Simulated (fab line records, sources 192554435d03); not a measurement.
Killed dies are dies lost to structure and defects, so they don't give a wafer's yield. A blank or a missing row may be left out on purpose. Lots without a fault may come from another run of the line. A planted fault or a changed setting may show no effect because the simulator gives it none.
Chamber matching | flow n5_finfet | N5_FIN_SAQP_ETCH_52 on rie_diel-02: 4 sister chambers
The step etches SOC in N2/H2, target depth 100 nm, overetch 20 nm, time 150 s. 4 wafers are shown with their chamber, then 8 later ones without.

WAFERS WITH THEIR CHAMBER
wafer  | chamber | showerhead_plenum_p_Torr (Torr)
L080.3 | 1       | 2.65
L083.5 | 0       | 2.41
L086.3 | 3       | 2.54
L088.1 | 2       | 2.65

WAFERS WITHOUT THEIR CHAMBER
wafer  | showerhead_plenum_p_Torr (Torr)
L088.3 | 2.41
L088.4 | 2.54
L089.1 | 2.54
L089.4 | 2.65
L089.5 | 2.64
L092.2 | 2.54
L092.3 | 2.40
L092.4 | 2.63

WHICH CHAMBER EACH WENT THROUGH
wafer  | from the rows above     | in truth
L088.3 | 0                       | 0
L088.4 | 3                       | 3
L089.1 | 3                       | 3
L089.4 | can't be placed: 1 or 2 | 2
L089.5 | can't be placed: 1 or 2 | 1
L092.2 | 3                       | 3
L092.3 | 0                       | 0
L092.4 | can't be placed: 1 or 2 | 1
Placed correctly: 5 of 8. Can't be placed from these rows: 3 (the true chamber is among the candidates in 3). Placed wrongly: 0.
How it was worked out, from the rows above alone: a wafer's distance from a chamber is the root of the sum, over the readings, of the square of ((its reading less the chamber's mean) divided by the reading's scatter). The wafer belongs to the nearest chamber; if the next one is less than 2 further off, it can't be placed. A chamber's mean is the mean of its shown wafers. The scatter: with one shown wafer a chamber, the root of the mean of the squares of how far each hidden wafer lies from its nearest shown one.
